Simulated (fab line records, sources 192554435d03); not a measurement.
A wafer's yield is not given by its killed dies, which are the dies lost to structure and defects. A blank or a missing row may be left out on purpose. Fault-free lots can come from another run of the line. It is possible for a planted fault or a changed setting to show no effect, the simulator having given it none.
Split-lot study	flow n5Finfet	route with 1938 steps; 7 lots, 21 wafers read

SPLIT DETAILS
At N5_BEOL_M2_DESCUM_16 (chemistry O2, time 7 s), the setting timeS was moved away from the recipe's 7 s on 3 of the 21 wafers read, by -20.9% to +18.3%. For the rest of the wafers, this setting stayed at what the recipe calls for.

The reading comes from the split's own step.

THE READING
CAR-EUV_of_BEOL_M2_COAT_05.thkNm (the simulator's own value, which no gauge read), in nm, at N5_BEOL_M2_DESCUM_16 (chemistry O2, time 7 s). No usual value for it is given in the file. Across the 18 wafers here that went through the recipe, the average is 26.1 nm and the standard deviation 0.09 nm.

wafer	tool, chamber at the split	timeS as run, s	against the recipe	CAR-EUV_of_BEOL_M2_COAT_05.thkNm, nm	against lot-mates on the recipe
L074.3	rieDiel-02, 3,1,3	7	recipe	26	-
L074.4	rieDiel-02, 3,1,3	7	recipe	26	-
L074.6	rieDiel-02, 3,1,3	7	recipe	26	-
L076.1	rieDiel-01, 1,3	7	recipe	26	-
L076.2	rieDiel-01, 1,3	7	recipe	26	-
L076.6	rieDiel-01, 2	5.536	-20.9%	26.6	+0.6
L078.1	rieDiel-04, 0,3,0	7	recipe	26	-
L078.3	rieDiel-04, 0,3,0	7	recipe	26	-
L078.5	rieDiel-04, 0,3,0	7	recipe	26	-
L086.3	rieDiel-02, 2	8.278	+18.3%	25.4	-0.8
L086.4	rieDiel-02, 3,1	7	recipe	26.2	-
L086.5	rieDiel-02, 3,1	7	recipe	26.2	-
L093.4	rieDiel-04, 0	6.003	-14.2%	26.6	+0.5
L093.5	rieDiel-04, 1	7	recipe	26.2	-
L093.6	rieDiel-04, 0	7	recipe	26	-
L095.4	rieDiel-02, 3,1,0	7	recipe	26	-
L095.5	rieDiel-02, 3,1,0	7	recipe	26	-
L095.6	rieDiel-02, 3,1,0	7	recipe	26	-
L097.1	rieDiel-02, 2,3	7	recipe	26.2	-
L097.3	rieDiel-02, 2,3	7	recipe	26.2	-
L097.6	rieDiel-02, 1	7	recipe	26	-
Where a row lists several chambers, the file gives one row for several wafers and doesn't say which wafer went through which chamber.

THE FIT
A straight line over all 21 wafers: CAR-EUV_of_BEOL_M2_COAT_05.thkNm changes by -0.032 nm for each +1% of timeS; r = -0.92; the points scatter about the line by 0.095 nm.
The same after taking each lot's own level away (the mean of its wafers on the recipe; 21 wafers): -0.0355 nm for each +1%; r = -0.97; scatter 0.067 nm.
Per that fit: largest timeS move, reading shift of 0.74 nm.
From 26.00 to 26.20 nm: that is the span of the lots' own levels, equal to 2.2 times the standard deviation above.
So the lot-to-lot level changes the slope little: the two slopes agree.
Check: for one of the wafers moved furthest among these (-20.9%), held out of the fit, the line's prediction against its lot-mates is +0.84 nm. It came out at +0.6 nm against them.

FILE'S OWN FIT
CAR-EUV_of_BEOL_M2_COAT_05.thkNm changes by -0.0352 nm for each +1% of timeS, r = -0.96.
